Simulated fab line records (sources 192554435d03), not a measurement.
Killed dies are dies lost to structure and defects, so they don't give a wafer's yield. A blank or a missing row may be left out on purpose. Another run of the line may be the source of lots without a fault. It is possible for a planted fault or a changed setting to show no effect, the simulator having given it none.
Chamber matching || flow n5-finfet || 3 sister chambers for N5_BEOL_M0_PRE_CLEAN_131 on cvd-co-02
The step time 15 s. 22 wafers are shown with their chamber, then 11 later ones without.

== WAFERS PAIRED WITH THEIR CHAMBERS ==
{"wafer": "L077.3", "chamber": 0, "heater-power-w (W)": 109}
{"wafer": "L077.4", "chamber": 2, "heater-power-w (W)": 70}
{"wafer": "L077.5", "chamber": 0, "heater-power-w (W)": 109}
{"wafer": "L078.1", "chamber": 1, "heater-power-w (W)": 82}
{"wafer": "L078.3", "chamber": 2, "heater-power-w (W)": 71}
{"wafer": "L078.4", "chamber": 2, "heater-power-w (W)": 70}
{"wafer": "L081.1", "chamber": 1, "heater-power-w (W)": 83}
{"wafer": "L081.3", "chamber": 2, "heater-power-w (W)": 71}
{"wafer": "L081.6", "chamber": 1, "heater-power-w (W)": 83}
{"wafer": "L082.1", "chamber": 1, "heater-power-w (W)": 82}
{"wafer": "L082.3", "chamber": 2, "heater-power-w (W)": 71}
{"wafer": "L082.4", "chamber": 1, "heater-power-w (W)": 81}
{"wafer": "L083.2", "chamber": 0, "heater-power-w (W)": 111}
{"wafer": "L083.3", "chamber": 1, "heater-power-w (W)": 82}
{"wafer": "L083.6", "chamber": 0, "heater-power-w (W)": 112}
{"wafer": "L085.1", "chamber": 0, "heater-power-w (W)": 108}
{"wafer": "L085.2", "chamber": 1, "heater-power-w (W)": 81}
{"wafer": "L085.6", "chamber": 2, "heater-power-w (W)": 71}
{"wafer": "L088.1", "chamber": 1, "heater-power-w (W)": 82}
{"wafer": "L088.2", "chamber": 0, "heater-power-w (W)": 109}
{"wafer": "L088.5", "chamber": 1, "heater-power-w (W)": 83}
{"wafer": "L089.2", "chamber": 0, "heater-power-w (W)": 110}

SIGNATURES (means of the wafers above)
{"reading": "heater-power-w", "chamber 0": 109.71, "chamber 1": 82.11, "chamber 2": 70.67, "scatter within a chamber": 0.964}
Rule: a wafer lies at a distance from a chamber equal to the root of the sum of squares, over the readings, of (its reading less the chamber's mean, divided by the reading's scatter). The wafer belongs to the nearest chamber; if the next one is less than 2 further off, it can't be placed. The scatter is the square root of a quotient: the sum, over the shown wafers, of each reading's squared deviation from its chamber's mean, divided by wafers minus chambers.

== WAFERS MISSING THEIR CHAMBER ==
{"wafer": "L089.5", "heater-power-w (W)": 82}
{"wafer": "L089.6", "heater-power-w (W)": 109}
{"wafer": "L091.1", "heater-power-w (W)": 71}
{"wafer": "L091.3", "heater-power-w (W)": 111}
{"wafer": "L091.6", "heater-power-w (W)": 111}
{"wafer": "L092.1", "heater-power-w (W)": 81}
{"wafer": "L092.2", "heater-power-w (W)": 113}
{"wafer": "L092.5", "heater-power-w (W)": 72}
{"wafer": "L094.2", "heater-power-w (W)": 72}
{"wafer": "L094.3", "heater-power-w (W)": 83}
{"wafer": "L094.4", "heater-power-w (W)": 108}

== CHAMBER TAKEN BY EACH ==
{"wafer": "L089.5", "from the rows above": 1, "in truth": 1}
{"wafer": "L089.6", "from the rows above": 0, "in truth": 0}
{"wafer": "L091.1", "from the rows above": 2, "in truth": 2}
{"wafer": "L091.3", "from the rows above": 0, "in truth": 0}
{"wafer": "L091.6", "from the rows above": 0, "in truth": 0}
{"wafer": "L092.1", "from the rows above": 1, "in truth": 1}
{"wafer": "L092.2", "from the rows above": 0, "in truth": 0}
{"wafer": "L092.5", "from the rows above": 2, "in truth": 2}
{"wafer": "L094.2", "from the rows above": 2, "in truth": 2}
{"wafer": "L094.3", "from the rows above": 1, "in truth": 1}
{"wafer": "L094.4", "from the rows above": 0, "in truth": 0}
Correctly placed: 11 of 11. Left unplaced by these rows: 0. Wrongly placed: 0.
